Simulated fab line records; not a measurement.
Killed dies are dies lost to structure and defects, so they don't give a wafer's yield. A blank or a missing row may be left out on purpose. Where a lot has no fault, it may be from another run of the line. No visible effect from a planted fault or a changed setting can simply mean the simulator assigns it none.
Which tool was responsible? || flow n5Finfet || 12 lots, 36 wafers sampled, at 4 steps of a route of 1938

WHAT THE GAUGES SHOWED, per wafer
N5_BEOL_M6_THK_MEAS_01.
{"lot": "L075", "measured": "day 8 15:53", "on": "filmMetro-02", "M6_ILD_THK (nm)": "151.1 154.1 155.3"}
{"lot": "L077", "measured": "day 9 06:01", "on": "filmMetro-01", "M6_ILD_THK (nm)": "153.7 156.0 157.7"}
{"lot": "L079", "measured": "day 9 16:05", "on": "filmMetro-02", "M6_ILD_THK (nm)": "155.5 157.5 156.6"}
{"lot": "L082", "measured": "day 9 23:29", "on": "filmMetro-01", "M6_ILD_THK (nm)": "155.3 157.6 158.1"}
{"lot": "L083", "measured": "day 10 04:59", "on": "filmMetro-01", "M6_ILD_THK (nm)": "150.4 154.3 152.7"}
{"lot": "L086", "measured": "day 11 13:28", "on": "filmMetro-02", "M6_ILD_THK (nm)": "151.9 152.2 155.0"}
{"lot": "L087", "measured": "day 11 19:26", "on": "filmMetro-02", "M6_ILD_THK (nm)": "154.2 154.8 155.6"}
{"lot": "L089", "measured": "day 11 22:41", "on": "filmMetro-02", "M6_ILD_THK (nm)": "150.7 152.9 154.1"}
{"lot": "L090", "measured": "day 12 12:57", "on": "filmMetro-01", "M6_ILD_THK (nm)": "153.0 157.5 154.6"}
{"lot": "L093", "measured": "day 13 06:31", "on": "filmMetro-02", "M6_ILD_THK (nm)": "156.4 155.2 154.9"}
{"lot": "L095", "measured": "day 13 16:55", "on": "filmMetro-02", "M6_ILD_THK (nm)": "154.2 156.7 155.7"}
{"lot": "L097", "measured": "day 13 22:01", "on": "filmMetro-02", "M6_ILD_THK (nm)": "157.5 155.4 156.5"}

WHICH TOOL RAN EACH LOT (tool, then ch and the chambers of the sampled wafers, then the start)
{"lot": "L075", "N5_BEOL_M5_ANNEAL_49": "pvdSputter-01, day 8 09:26", "N5_BEOL_M5_ANNEAL_84": "pvdSputter-01, day 8 11:36", "N5_BEOL_M6_CURE_74": "uvCure-02 ch 2, day 8 14:52"}
{"lot": "L077", "N5_BEOL_M5_ANNEAL_49": "pvdSputter-02, day 8 23:45", "N5_BEOL_M5_ANNEAL_84": "pvdSputter-02, day 9 01:56", "N5_BEOL_M6_CURE_74": "uvCure-03 ch 1, day 9 05:35"}
{"lot": "L079", "N5_BEOL_M5_ANNEAL_49": "pvdSputter-01, day 9 10:06", "N5_BEOL_M5_ANNEAL_84": "pvdSputter-01, day 9 12:16", "N5_BEOL_M6_CURE_74": "uvCure-01 ch 2, day 9 15:44"}
{"lot": "L082", "N5_BEOL_M5_ANNEAL_49": "pvdSputter-02, day 9 17:31", "N5_BEOL_M5_ANNEAL_84": "pvdSputter-02, day 9 19:41", "N5_BEOL_M6_CURE_74": "uvCure-03 ch 0, day 9 22:58"}
{"lot": "L083", "N5_BEOL_M5_ANNEAL_49": "pvdSputter-01, day 9 22:55", "N5_BEOL_M5_ANNEAL_84": "pvdSputter-01, day 10 01:05", "N5_BEOL_M6_CURE_74": "uvCure-02 ch 0, day 10 04:28"}
{"lot": "L086", "N5_BEOL_M5_ANNEAL_49": "pvdSputter-03, day 11 07:29", "N5_BEOL_M5_ANNEAL_84": "pvdSputter-03, day 11 09:40", "N5_BEOL_M6_CURE_74": "uvCure-03 ch 0, day 11 12:58"}
{"lot": "L087", "N5_BEOL_M5_ANNEAL_49": "pvdSputter-01, day 11 13:06", "N5_BEOL_M5_ANNEAL_84": "pvdSputter-01, day 11 15:16", "N5_BEOL_M6_CURE_74": "uvCure-01 ch 1, day 11 19:00"}
{"lot": "L089", "N5_BEOL_M5_ANNEAL_49": "pvdSputter-03, day 11 16:05", "N5_BEOL_M5_ANNEAL_84": "pvdSputter-03, day 11 18:15", "N5_BEOL_M6_CURE_74": "uvCure-03 ch 1, day 11 22:10"}
{"lot": "L090", "N5_BEOL_M5_ANNEAL_49": "pvdSputter-03, day 12 06:59", "N5_BEOL_M5_ANNEAL_84": "pvdSputter-03, day 12 09:10", "N5_BEOL_M6_CURE_74": "uvCure-02 ch 0, day 12 12:26"}
{"lot": "L093", "N5_BEOL_M5_ANNEAL_49": "pvdSputter-03, day 13 00:20", "N5_BEOL_M5_ANNEAL_84": "pvdSputter-03, day 13 02:31", "N5_BEOL_M6_CURE_74": "uvCure-03 ch 0, day 13 06:10"}
{"lot": "L095", "N5_BEOL_M5_ANNEAL_49": "pvdSputter-03, day 13 10:26", "N5_BEOL_M5_ANNEAL_84": "pvdSputter-03, day 13 12:37", "N5_BEOL_M6_CURE_74": "uvCure-02 ch 1, day 13 16:25"}
{"lot": "L097", "N5_BEOL_M5_ANNEAL_49": "pvdSputter-02, day 13 16:02", "N5_BEOL_M5_ANNEAL_84": "pvdSputter-02, day 13 18:13", "N5_BEOL_M6_CURE_74": "uvCure-01 ch 1, day 13 21:30"}
- N5_BEOL_M5_ANNEAL_49: time 1800 s.
- N5_BEOL_M5_ANNEAL_84: time 1800 s.
- N5_BEOL_M6_CURE_74: cures SiCOH lowk, time 240 s.

THE ANSWER, worked out from the rows above alone
Rule: what is usual is taken from the lots themselves. Put in order of their means at a reading, lots are off if they are a third of the lots or fewer, leave a main group of 4 or more, and stand apart from it by a gap of 3 or more times the standard deviation of the main group's means; of several such gaps the widest counts. The tables above print the reading to a certain number of digits; a main group whose means all agree to those digits is not used. A lot without any number at a reading at which 4 lots or more have one is off too. The other lots that the step has rows for count as sound.
No lot is off on any of the readings shown, so nothing can be concluded from this.

WHAT THE SIMULATOR HAD INSERTED
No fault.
